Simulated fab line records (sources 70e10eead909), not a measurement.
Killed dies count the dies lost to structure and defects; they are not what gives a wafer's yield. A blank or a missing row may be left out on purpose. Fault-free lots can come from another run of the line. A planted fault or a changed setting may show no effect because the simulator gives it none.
Problem report in the 8D (eight disciplines) form, filled by code | flow nandHarc | the parts of the form that need people (team, actions taken, sign-off) are left out

## 1. THE ISSUE
At NHARC_A_BONDPAD_ETCH_24, runLengthS averages 77.8 s over 6 wafers from 2 lots, while fault-free wafers read 94.3 s, standard deviation 0.4. Measured from the usual mean, that is -41 standard deviations.
The step: etches the open film in CF4/N2, target depth 30 nm, time 72.99 s.
The first sign was on wafer L926.3 at day 30 13:19, on rieDiel-10. Wafers with a number at this step in the record: 33, from 11 lots. Rule for "out", or "out of limits": more than 4 standard deviations from the usual mean. Any other wafer with a number is counted as sound.

## 2. WHAT IT IS; WHAT IT IS NOT
question                    | is                     | is not
which readings at this step | runLengthS             | drypumpMotorCurrentA, oesProductAu, rfVppV, showerheadPlenumPTorr, throttleValvePct
which lots                  | L926, L929             | L911, L912, L914, L915, L916, L917, L918, L932, L933
which wafers of those lots  | all that have a number | -
read on which tools         | rieDiel-10             | rieDiel-11
when                        | from day 30 13:19      | up to then (21 sound wafers); but 6 sound wafers of L932, L933 came after

## 3. SUSPECTS, AND WHAT RULES EACH OUT
Counting: a tool at a process step up to the reading stays a suspect if it ran every lot that is out and no sound lot after the first of them.
- cmp-03 at NHARC_A_BONDPAD_CMP_29 (polishes SiCN, target thk 200 nm): ruled out as a lasting fault. Sound lots L932 ran on it after its first lot that is out, L926 (day 30 11:53).
- rieDiel-11 at NHARC_A_BONDPAD_ETCH_34 (etches the open film in N2/H2, target depth 60 nm, overetch 18 nm, time 65.91 s): ruled out as a lasting fault. Sound lots L932, L933 ran on it after its first lot that is out, L926 (day 30 12:52).
- rieDiel-10 at NHARC_A_BONDPAD_ETCH_24 (etches the open film in CF4/N2, target depth 30 nm, time 72.99 s): kept. It ran every lot that is out, first L926 (day 30 13:19), and no sound lot after that; its last sound lot up to then is L917 (day 26 17:05). Its own runLengthS readings are out on those wafers.
The count leaves rieDiel-10 at NHARC_A_BONDPAD_ETCH_24.

## 4. THE CAUSE (what the simulator had put in)
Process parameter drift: rieDiel-10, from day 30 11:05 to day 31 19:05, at NHARC_A_BONDPAD_ETCH_24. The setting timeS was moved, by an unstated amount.
The count eliminated every tool but this one.

## 5. THE CHAIN OF EFFECTS, in route order
One row per reading whose mean, taken over the struck wafers that have a number, lies over 3 standard deviations from the usual. Only readings whose record carries a usual standard deviation are examined. hours: median over the lots of the time between each lot's start at the first step of this table that gives one and its start at this step. sigmas: the change, counted in usual standard deviations.
hours | step                    | reading    | usual  | on struck wafers | change | sigmas
0     | NHARC_A_BONDPAD_ETCH_24 | runLengthS | 94.3 s | 77.8             | -16.5  | -41
Here are the process steps it includes:
- NHARC_A_BONDPAD_ETCH_24: etches the open film in CF4/N2, target depth 30 nm, time 72.99 s.

## 6. WHAT WOULD HAVE CAUGHT IT SOONER
In this record the first reading out of limits was taken at day 30 13:19, 2 hours after the fault began at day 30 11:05.
